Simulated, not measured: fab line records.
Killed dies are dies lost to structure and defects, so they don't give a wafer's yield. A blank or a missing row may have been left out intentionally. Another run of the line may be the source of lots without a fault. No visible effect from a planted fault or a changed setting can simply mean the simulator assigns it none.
fab line records | flow n5-finfet | part 2 of 2: steps 5 to 6 of 6
record lots=23 wafers=69 last-day=20
route steps=1938 shown HKMG_FIN@462 GATE_CUT@474 MOL_CONTACT_COAG@531
lots with no fault: from the same line, run without faults
start-h: the number of hours between the record's first day and the start of the first shown wafer of the lot | wait-h: how many hours have passed since the lot's step before this one | " identical to the entry in the row above | L1.1+2: several wafers, shown together as one row | - either no value or no given start | * or withheld: withheld | < > ~ a bound
route shown NAME@n: names a module that has steps shown in the file, with the first one's number in the route | usual: the fault-free wafers' mean and standard deviation | same: alike in all rows | chamber/n: place in a boat | sites: per-site readings | _std_site: how widely they spread, as a standard deviation | _edge_site: inner sites' mean taken away from outer sites' mean | radius-mm: for every site, how far away it sits from the centre of the wafer | mask NAME#n: copy n | behind: tool/chamber where the wafer was last shaped | hold: reason for holding the lot/hours on hold/outcome of the hold | device: whichever transistor did not switch (one of n, p or np) | end of line: the tests these same wafers got at the end of their route | a step given without rows: its recipe and nothing more | killed: not the wafer's yield, but the dies lost to structure and defects at the first sort | map: a wafer's dies, x killed, . not, _ none there
set.NAME: the setting as run; set.NAME@STEP: as run at that earlier step | model.NAME: the simulator's own value behind a step, which no gauge read
a sample of lots followed through the steps of the route, with each step as a table and each wafer as a row
services: a tool's chamber out of use, with start hour (start-h, from the record's first day; less than 0 if before it), hours out, and reason
## steps
# step N5_MOL_CONTACT_COAG_STRIP_98
# recipe chemistry=N2/H2 power-w=500 temp-c=40 pressure-mtorr=50 rf-frequency-hz=6e+07 overash-fraction=0.3 bias-power-w=8 h2-frac=0.5 n2-flow-sccm=300 h2-flow-sccm=300
# usual drypump-motor-current-A=5.7/0.35 oes-product-au=0.78/0.078 rf-vpp-V=54.3/1.6 showerhead-plenum-p-Torr=3.36/0.12 throttle-valve-pct=19.0/0.42
# columns lot.wafer tool chamber start-h wait-h drypump-motor-current-A oes-product-au rf-hours-counter-h rf-vpp-V showerhead-plenum-p-Torr throttle-valve-pct
L074.4 rie-diel-04 1 86.95 0.0 6.4 0.73 199 56.6 3.46 18.8
L074.5 " 2 " " 5.8 0.91 - 54.1 3.29 18.2
L074.6 " 3 " " 5.8 0.78 - 51.8 3.39 19.5
L075.2 rie-diel-04 1 95.32 0.0 6.4 0.74 202 54.3 3.45 18.9
L075.4 " 0 " " 5.8 0.68 246 53.9 3.19 19.4
L075.6 " 0 " " 5.8 0.69 - 50.9 3.19 19.4
L076.1 rie-diel-04 2 100.68 0.0 5.8 0.88 33 55.1 3.29 18.3
L076.2 " 3 " " 5.8 0.76 124 53.8 3.38 19.5
L076.5 " 3 " " 5.8 0.77 - 55.2 3.38 19.5
L077.1 rie-diel-02 1 106.03 0.0 5.7 0.81 107 52.4 3.25 18.8
L077.3 " 3 " " 5.7 0.70 210 56.1 3.48 19.1
L077.5 " 0 " " 5.3 0.75 - 53.0 3.34 18.9
L079.1 rie-diel-04 1 118.68 0.0 6.4 0.72 209 56.6 3.45 18.9
L079.2 " 3 " " 5.8 0.78 131 54.7 3.38 19.5
L079.6 " 3 " " 5.8 0.77 - 51.9 3.38 19.5
L080.1 rie-diel-04 2 129.38 0.0 5.8 0.87 45 54.3 3.28 18.2
L080.3 " 3 " " 5.8 0.76 136 55.4 3.38 19.5
L080.6 " 2 " " 5.8 0.86 - 52.4 3.28 18.3
L081.3 rie-diel-04 1 130.66 0.0 6.4 0.72 216 53.5 3.45 18.9
L081.4 " 3 " " 5.8 0.76 - 55.7 3.38 19.5
L081.5 " 1 " " 6.4 0.72 - 53.1 3.45 18.9
L082.2 rie-diel-04 3 137.98 0.0 5.8 0.78 141 52.9 3.37 19.5
L082.3 " 2 " " 5.8 0.85 50 53.6 3.28 18.3
L082.5 " 2 " " 5.7 0.86 - 56.1 3.28 18.3
L083.1 rie-diel-02 0 140.86 0.0 5.3 0.73 172 54.1 3.34 18.8
L083.5 " 2 " " 5.9 0.71 - 52.1 3.20 19.4
L083.6 " 1 " " 5.6 0.80 - 54.5 3.24 18.9
L084.1 rie-diel-02 1 145.55 0.0 5.7 0.80 121 53.7 3.24 18.8
L084.3 " 0 " " 5.3 0.73 174 54.8 3.34 18.9
L084.6 " 0 " " 5.3 0.73 - 52.1 3.33 18.9
L085.1 rie-diel-02 3 153.54 0.0 5.7 0.70 225 54.3 3.47 19.2
L085.2 " 1 " " 5.7 0.78 124 53.7 3.24 18.9
L085.6 " 2 " " 5.9 0.69 - 50.7 3.20 19.4
L086.3 rie-diel-02 3 161.17 0.0 5.7 0.69 227 53.1 3.47 19.2
L086.4 " 0 " " 5.3 0.74 179 54.8 3.33 18.9
L086.5 " 2 " " 5.9 0.70 - 51.9 3.19 19.4
L087.3 rie-diel-02 0 172.82 0.0 5.3 0.73 182 54.7 3.33 18.9
L087.5 " 0 " " 5.3 0.73 - 50.1 3.33 18.9
L087.6 " 3 " " 5.7 0.69 - 57.1 3.47 19.2
L088.1 rie-diel-04 3 173.20 0.0 5.8 0.76 155 53.2 3.37 19.5
L088.2 " 0 " " 5.7 0.95 14 54.9 3.58 19.1
L088.5 " 3 " " 5.8 0.75 - 52.1 3.37 19.5
L089.1 rie-diel-01 2 177.51 0.0 6.4 0.89 47 55.7 3.57 19.2
L089.3 " 0 " " 4.9 0.73 193 54.6 3.31 19.0
L089.4 " 3 " " 5.0 0.87 54 54.7 3.56 18.8
L090.2 rie-diel-04 0 183.14 0.0 5.7 0.93 18 54.4 3.58 19.0
L090.3 " 3 " " 5.8 0.73 159 52.3 3.37 19.5
L090.4 " 0 " " 5.7 0.95 - 52.6 3.58 19.1
L091.3 rie-diel-04 3 187.96 0.0 5.8 0.75 161 57.2 3.36 19.5
L091.5 " 0 " " 5.7 0.94 - 55.4 3.58 19.1
L091.6 " 2 " " 5.8 0.83 - 53.7 3.27 18.3
L092.2 rie-diel-04 2 196.26 0.0 5.7 0.85 72 55.2 3.27 18.3
L092.5 " 3 " " 5.8 0.73 - 53.6 3.36 19.5
L092.6 " 0 " " 5.8 0.93 - 55.8 3.58 19.1
L093.1 rie-diel-01 2 200.56 0.0 6.4 0.86 55 55.0 3.57 19.1
L093.4 " 3 " " 4.9 0.86 - 53.3 3.56 18.8
L093.5 " 0 " " 4.9 0.72 - 49.3 3.30 19.0
L094.1 rie-diel-04 2 207.09 0.0 5.8 0.81 76 55.4 3.27 18.3
L094.5 " 0 " " 5.7 0.92 - 56.2 3.58 19.1
L094.6 " 3 " " 5.8 0.72 - 56.1 3.36 19.5
L095.2 rie-diel-01 2 212.83 0.0 6.4 0.87 61 54.6 3.56 19.2
L095.3 " 1 " " 5.3 0.99 0 53.3 3.30 18.7
L095.5 " 0 " " 4.9 0.73 - 54.7 3.30 19.0
L096.1 rie-diel-04 2 226.22 0.0 5.8 0.80 87 53.8 3.26 18.3
L096.3 " 3 " " 5.8 0.72 180 54.3 3.35 19.6
L096.5 " 0 " " 5.7 0.89 - 57.9 3.57 19.1
L097.1 rie-diel-02 1 227.31 0.0 5.7 0.76 151 54.1 3.23 18.9
L097.2 " 0 " " 5.3 0.71 203 56.2 3.32 18.9
L097.3 " 2 " " 5.9 0.68 242 56.9 3.18 19.4
# step N5_MOL_CONTACT_COAG_SPUTTER_143
# recipe material=Co target-thk-a=25 temp-c=25 chamber-pressure-pa=0.2
# usual susceptor-temp-C=24.99/0.1 throttle-valve-pct=30.1/1.1
# columns lot.wafer tool chamber start-h wait-h susceptor-temp-C throttle-valve-pct
L074.4 pvd-sputter-01 - 90.12 0.0 25.00 31.4
L074.5 " - " " 25.01 31.2
L074.6 " - " " 25.03 29.5
L075.2 pvd-sputter-01 - 97.50 0.0 25.01 29.4
L075.4 " - " " 24.90 31.0
L075.6 " - " " 25.07 31.0
L076.1 pvd-sputter-02 - 102.15 0.0 25.05 29.5
L076.2 " - " " 25.08 29.8
L076.5 " - " " 25.03 29.6
L077.1 pvd-sputter-03 - 108.71 0.0 24.93 29.5
L077.3 " - " " 25.01 30.4
L077.5 " - " " 24.93 31.2
L079.1 pvd-sputter-03 - 122.12 0.0 24.97 29.3
L079.2 " - " " 24.92 31.0
L079.6 " - " " 25.09 29.2
L080.1 pvd-sputter-03 - 132.08 0.0 25.05 31.3
L080.3 " - " " 25.10 29.1
L080.6 " - " " 25.18 29.2
L081.3 pvd-sputter-01 - 133.10 0.0 25.03 30.9
L081.4 " - " " 25.01 31.7
L081.5 " - " " 24.90 31.3
L082.2 pvd-sputter-02 - 140.24 0.0 25.03 29.5
L082.3 " - " " 25.09 28.3
L082.5 " - " " 25.05 29.8
L083.1 pvd-sputter-03 - 144.41 0.0 24.93 30.5
L083.5 " - " " 25.10 29.3
L083.6 " - " " 24.87 31.4
L084.1 pvd-sputter-02 - 150.46 0.0 24.96 29.3
L084.3 " - " " 25.03 28.1
L084.6 " - " " 25.06 28.4
L085.1 pvd-sputter-03 - 156.14 0.0 25.03 30.5
L085.2 " - " " 24.97 31.1
L085.6 " - " " 24.95 30.9
L086.3 pvd-sputter-02 - 163.96 0.0 24.91 29.6
L086.4 " - " " 24.98 28.0
L086.5 " - " " 25.08 28.2
L087.3 pvd-sputter-02 - 175.47 0.0 25.00 29.5
L087.5 " - " " 24.90 29.5
L087.6 " - " " 25.08 29.6
L088.1 pvd-sputter-02 - 175.63 0.0 25.06 29.3
L088.2 " - " " 25.10 29.9
L088.5 " - " " 25.13 29.8
L089.1 pvd-sputter-01 - 180.41 0.0 24.86 31.1
L089.3 " - " " 25.05 29.3
L089.4 " - " " 25.09 31.8
L090.2 pvd-sputter-01 - 187.43 0.0 24.81 31.5
L090.3 " - " " 24.90 31.8
L090.4 " - " " 25.09 30.9
L091.3 pvd-sputter-01 - 190.73 0.0 25.01 31.2
L091.5 " - " " 24.98 29.3
L091.6 " - " " 24.88 31.3
L092.2 pvd-sputter-01 - 200.45 0.0 24.86 31.4
L092.5 " - " " 24.70 31.2
L092.6 " - " " 25.23 29.3
L093.1 pvd-sputter-02 - 202.71 0.0 25.28 29.3
L093.4 " - " " 25.02 29.4
L093.5 " - " " 25.08 29.5
L094.1 pvd-sputter-01 - 208.63 0.0 24.97 31.5
L094.5 " - " " 25.00 30.9
L094.6 " - " " 24.96 31.6
L095.2 pvd-sputter-02 - 215.31 0.0 25.04 29.5
L095.3 " - " " 24.97 29.6
L095.5 " - " " 24.94 29.4
L096.1 pvd-sputter-01 - 228.46 0.0 24.87 29.7
L096.3 " - " " 24.88 31.8
L096.5 " - " " 24.99 31.0
L097.1 pvd-sputter-02 - 228.82 0.0 24.91 29.9
L097.2 " - " " 25.01 28.1
L097.3 " - " " 25.19 29.6
## services
# columns tool chamber start-h hours kind
cmp-03 - 57.17 4.0 pm
pvd-sputter-01 - 59.71 2.3 repair
plasma-asher-01 - 71.98 14.6 pm
pecvd-03 0 76.39 16.1 repair
cmp-03 - 98.68 2.0 repair
pvd-sputter-01 - 103.02 8.4 repair
pecvd-02 - 105.74 2.8 pm
rie-diel-04 1 107.92 4.6 repair
cmp-01 - 117.02 0.3 repair
pvd-sputter-01 - 119.50 1.5 repair
cmp-01 - 122.84 0.3 repair
cmp-01 - 124.96 3.5 pm
pecvd-03 - 127.47 1.0 repair
plasma-asher-01 - 138.79 1.2 repair
cmp-01 - 140.20 1.9 repair
pecvd-02 1 148.43 2.9 repair
rie-diel-04 2 158.20 4.0 repair
rie-diel-04 1 175.91 66.9 repair
pecvd-02 - 175.95 0.5 repair
cmp-03 - 185.38 1.5 repair
cmp-03 - 190.72 0.2 repair
pecvd-03 - 196.68 14.6 pm
cmp-03 - 210.84 0.7 repair
cmp-03 - 224.37 63.0 repair
